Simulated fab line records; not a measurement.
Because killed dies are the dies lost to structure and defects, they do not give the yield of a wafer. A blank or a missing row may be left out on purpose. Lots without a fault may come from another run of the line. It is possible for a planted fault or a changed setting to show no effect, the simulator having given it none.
A struck lot beside a sound one + flow n5Finfet + 15 out of 1938 route steps
Sound: these wafers, L602.2, L602.3, L602.6. Struck: wafer L598.2; the same lot's L598.1 was not struck, so it is left out; see the end for the cause.
Order at every step that has rows: each side's tool, ch and its chambers, its first start. Under that, the readings that differ: sound wafers + struck wafers + difference of the means + sigmas: that difference in standard deviations of wafers without a fault.
alike: words and numbers the same on both sides, and readings whose means are apart by under 2 such deviations; not compared: readings that were withheld, readings missing a value for some wafer, numbers with overlapping values and no deviation given by the record, and bounds like >300 which may hide the same value.
Wherever a step has rows on one side only, a row that says differs or no value, or a row with sigmas, the two part there. Numbers that don't overlap but have no deviation are shown without sigmas and don't part them. Lack of a reading on every wafer of one side parts them only where that side has two or more wafers.

first, 1 step without rows for these wafers: N5_BEOL_M1_DEVELOP_27 (develop time 30 s).
N5_BEOL_M1_CD_MEAS_28: target cd y 23.3 nm.
  sound on cdSem-02 ch 0, day 11 03:43; struck on cdSem-01 ch 0, day 10 04:10
  alike: cdNm
N5_BEOL_M1_OVL_MEAS_29:
  sound on overlay-02 ch 0, day 11 03:45; struck on overlay-01 ch 0, day 10 04:11
  alike: V0_OVL
N5_BEOL_M1_INSPECT_30: inspects for defects (brightfield).
  sound: defectInspect-02 at day 11 03:48; struck: defectInspect-01 at day 10 04:15
  alike: rawDefectCount
N5_BEOL_M1_DESCUM_33: chemistry O2, time 7 s.
  sound on rieDiel-06 ch 0,1,2, day 11 03:50; struck on rieDiel-01 ch 0, day 10 04:17
| reading                  | sound             | struck | difference | sigmas |
|--------------------------|-------------------|--------|------------|--------|
| drypumpMotorCurrentA (A) | 5.5 4.8 5.6       | 6.2    | +0.9       | +2     |
| throttleValvePct (%)     | 20.15 20.18 20.67 | 20.78  | +0.45      | +2     |
  alike: oesProductAu, rfVppV, showerheadPlenumPTorr, tempC
  not compared: rfHoursCounterH
N5_BEOL_M1_ETCH_77: etches underlayer in N2/H2, target depth 6.5 nm, time 5.2 s.
  sound on rieDiel-06 ch 0,1,2, day 11 03:52; struck on rieDiel-01 ch 0, day 10 04:19
  alike: drypumpMotorCurrentA, etchRfOnTimeS, oesProductAu, rfVppV, showerheadPlenumPTorr, throttleValvePct
  not compared: rfHoursCounterH
N5_BEOL_M1_ETCH_69: etches SiARC in CF4, target depth 15.6 nm, time 26 s.
  sound on rieDiel-06 ch 0,1,2, day 11 03:53; struck on rieDiel-01 ch 0, day 10 04:20
| reading                  | sound             | struck | difference | sigmas |
|--------------------------|-------------------|--------|------------|--------|
| drypumpMotorCurrentA (A) | 5.5 4.8 5.6       | 6.2    | +0.9       | +2     |
| throttleValvePct (%)     | 15.50 15.47 15.84 | 16.01  | +0.41      | +2     |
  alike: etchRfOnTimeS, oesProductAu, rfVppV, showerheadPlenumPTorr
  not compared: rfHoursCounterH
then, 1 step without rows for these wafers: N5_BEOL_M1_ALD_98 (deposits SiO2, target thk 2.5 nm, pulse time 1 s, co reactant pulse time 1 s).
N5_BEOL_M1_ETCHBACK_99: etches SiO2 in CHF3, target depth 5 nm, time 10.4 s.
  sound on rieDiel-01 ch 0,2, day 11 04:10; struck on rieDiel-04 ch 1, day 10 04:32
  alike: drypumpMotorCurrentA, oes_ar_750_au, oesProductAu, rfVppV, showerheadPlenumPTorr, throttleValvePct
  not compared: rfHoursCounterH
N5_BEOL_M1_ETCH_70: etches SOC in N2/H2, target depth 80 nm, overetch 16 nm, time 120 s.
  sound on rieDiel-01 ch 0,2, day 11 04:12; struck on rieDiel-04 ch 1, day 10 04:35
  alike: drypumpMotorCurrentA, oesProductAu, rfVppV, showerheadPlenumPTorr, tempC, throttleValvePct
  not compared: rfHoursCounterH
then, 2 steps without rows for these wafers: N5_BEOL_M1_STRIP_71 (strips in N2/H2); N5_BEOL_M1_STRIP_78 (strips in N2/H2).
N5_BEOL_M1_VIA_ETCH_34: etches the open film in C4F6/O2, target depth 67.8 nm, time 64.4 s.
  sound on rieDiel-01 ch 0,2, day 11 04:18; struck on rieDiel-04 ch 1, day 10 04:41
| reading                                 | sound           | struck | difference | sigmas |
|-----------------------------------------|-----------------|--------|------------|--------|
| model.etch.depthNm (nm)                 | 66.2 66.09 66.3 | 53.76  | -12.44     |        |
| model.SOC_of_BEOL_M1_COAT_67.thkNm (nm) | 52.6 52.6 52.6  | 53.4   | +0.8       |        |
  alike: drypumpMotorCurrentA, oes_ar_750_au, oesProductAu, rfVppV, showerheadPlenumPTorr, throttleValvePct
  not compared: rfHoursCounterH
then, 1 step without rows for these wafers: N5_BEOL_M1_STRIP_83 (strips in C4F6/O2).
N5_BEOL_M4_RC_MEAS_101:
  sound on prober-01 ch 0, day 13 02:49; struck on prober-01 ch 0, day 11 19:52
| reading        | sound          | struck | difference | sigmas |
|----------------|----------------|--------|------------|--------|
| DIBL_P (mV/V)  | 36.4 38.7 38.9 | 34.0   | -4.0       | -2     |
| IOFF_P (nA/um) | 0.21 0.26 0.27 | 0.15   | -0.10      | -2     |
| SS_N (mV/dec)  | 72.2 72.0 71.5 | 70.5   | -1.4       | -2     |
  alike: DIBL_N, IOFF_N, ION_N, ION_P, SS_P, VT_N, VT_P

WHERE THEY PART
Earliest at N5_BEOL_M1_DESCUM_33; latest, in this record, at N5_BEOL_M4_RC_MEAS_101.

WHY: what the simulator had put in
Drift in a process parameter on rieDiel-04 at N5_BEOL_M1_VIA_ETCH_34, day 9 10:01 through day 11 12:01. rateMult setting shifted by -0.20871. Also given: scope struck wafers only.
